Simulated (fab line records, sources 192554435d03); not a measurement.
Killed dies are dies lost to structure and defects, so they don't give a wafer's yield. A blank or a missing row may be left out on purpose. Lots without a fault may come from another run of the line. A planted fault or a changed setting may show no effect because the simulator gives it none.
Split-lot experiment | flow n5_finfet | 7 lots, 21 wafers read, on a route of 1938 steps

THE SPLIT
At N5_ZERO_LAYER_EXPOSE_08 (exposes mask ZERO, defocus 0 nm, target cd 2000 nm), the setting dose_mj was moved away from the recipe's 16.2 on 9 of the 21 wafers read, by -7.3% to +6.5%. The other wafers ran this setting at the recipe's value.

FROM THE SPLIT TO THE READING: what the file shows between them, 3 steps
- N5_ZERO_LAYER_PEB_09
- N5_ZERO_LAYER_DEVELOP_10: develop time 60 s
- N5_ZERO_LAYER_HARDBAKE_23: time 120 s

THE READING
cd_nm, in nm, at N5_ZERO_LAYER_CD_MEAS_11 (target cd 2000 nm). Fault-free wafers of this fab line usually give 1999.7 nm, standard deviation 1.9 nm.

wafer  | tool, chamber at the split | dose_mj as run | against the recipe | cd_nm, nm | against lot-mates on the recipe
L074.1 | krf_scanner-01, 0          | 17.19          | +6.1%              | 2011.2    | +10.7
L074.3 | krf_scanner-01, 0          | 16.2           | recipe             | 2001.5    | -
L074.5 | krf_scanner-01, 0          | 16.2           | recipe             | 1999.6    | -
L078.1 | krf_scanner-02, 0          | 16.58          | +2.3%              | 2003.8    | +5.2
L078.2 | krf_scanner-02, 0          | 16.2           | recipe             | 1998.6    | -
L078.5 | krf_scanner-02, 0          | 16.58          | +2.3%              | 2005.2    | +6.6
L080.1 | krf_scanner-02, 0          | 16.2           | recipe             | 1999.9    | -
L080.3 | krf_scanner-02, 0          | 17.25          | +6.5%              | 2013.5    | +13.6
L080.4 | krf_scanner-02, 0          | 17.25          | +6.5%              | 2012.2    | +12.3
L086.1 | krf_scanner-02, 0          | 16.2           | recipe             | 2001.2    | -
L086.3 | krf_scanner-02, 0          | 15.03          | -7.2%              | 1985.3    | -14.5
L086.4 | krf_scanner-02, 0          | 16.2           | recipe             | 1998.4    | -
L087.1 | krf_scanner-01, 0          | 16.2           | recipe             | 1998.8    | -
L087.2 | krf_scanner-01, 0          | 16.2           | recipe             | 1999.1    | -
L087.3 | krf_scanner-01, 0          | 16.2           | recipe             | 2001.7    | -
L088.1 | krf_scanner-02, 0          | 17.23          | +6.4%              | 2008.5    | +6.8
L088.2 | krf_scanner-02, 0          | 16.2           | recipe             | 2001.1    | -
L088.3 | krf_scanner-02, 0          | 16.2           | recipe             | 2002.3    | -
L096.2 | krf_scanner-01, 0          | 15.01          | -7.3%              | 1984.1    | -14.3
L096.3 | krf_scanner-01, 0          | 16.2           | recipe             | 1998.4    | -
L096.6 | krf_scanner-01, 0          | 15.01          | -7.3%              | 1985.1    | -13.3

THE FIT
A straight line over all 21 wafers: cd_nm changes by +1.94 nm for each +1% of dose_mj; r = +0.98; the points scatter about the line by 1.5 nm.
The same after taking each lot's own level away (the mean of its wafers on the recipe; 21 wafers): +1.84 nm for each +1%; r = +0.98; scatter 1.6 nm.
On that fit, the largest move of dose_mj shifts the reading by 14 nm.
The lots' own levels span 1998.40 to 2001.70 nm, that is 1.7 times the standard deviation above.
So the lot-to-lot level changes the slope little: the two slopes agree.
Check: with one of the wafers moved furthest among these (-7.3%) left out of the fit, the line predicts -13.4 nm for it against its lot-mates. It came out at -14.3 nm against them.

OTHER SPLITS ON THESE WAFERS
These wafers also went through other splits before the reading. Each is held against what the fit with the lots' levels taken away leaves over:
other split on the same wafers | wafers away from the commonest value | r with cd_nm (lot level and that fit taken away)
N5_ZERO_LAYER_COAT_05 spin_rpm | 4                                    | +0.38

THE WHOLE CHAIN: every reading that the file lists as answering this split, in the file's order
step                     | what it does                                        | reading                                                           | change (the file's fit)              | r (the file's)
N5_ZERO_LAYER_CD_MEAS_11 | target cd 2000 nm                                   | cd_nm                                                             | +1.78 nm for each +1% of the setting | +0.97
N5_ZERO_LAYER_DESCUM_16  | chemistry O2, time 7.9 s                            | ZERO_LAYER.cd_nm (the simulator's own value, which no gauge read) | +1.74 nm for each +1% of the setting | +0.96
N5_ZERO_LAYER_ETCH_17    | etches SiO2 in CF4, target depth 12 nm, time 13.3 s | ZERO_LAYER.cd_nm (the simulator's own value, which no gauge read) | +1.8 nm for each +1% of the setting  | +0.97

THE FILE'S OWN FIT
cd_nm changes by +1.78 nm for each +1% of dose_mj, r = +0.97.
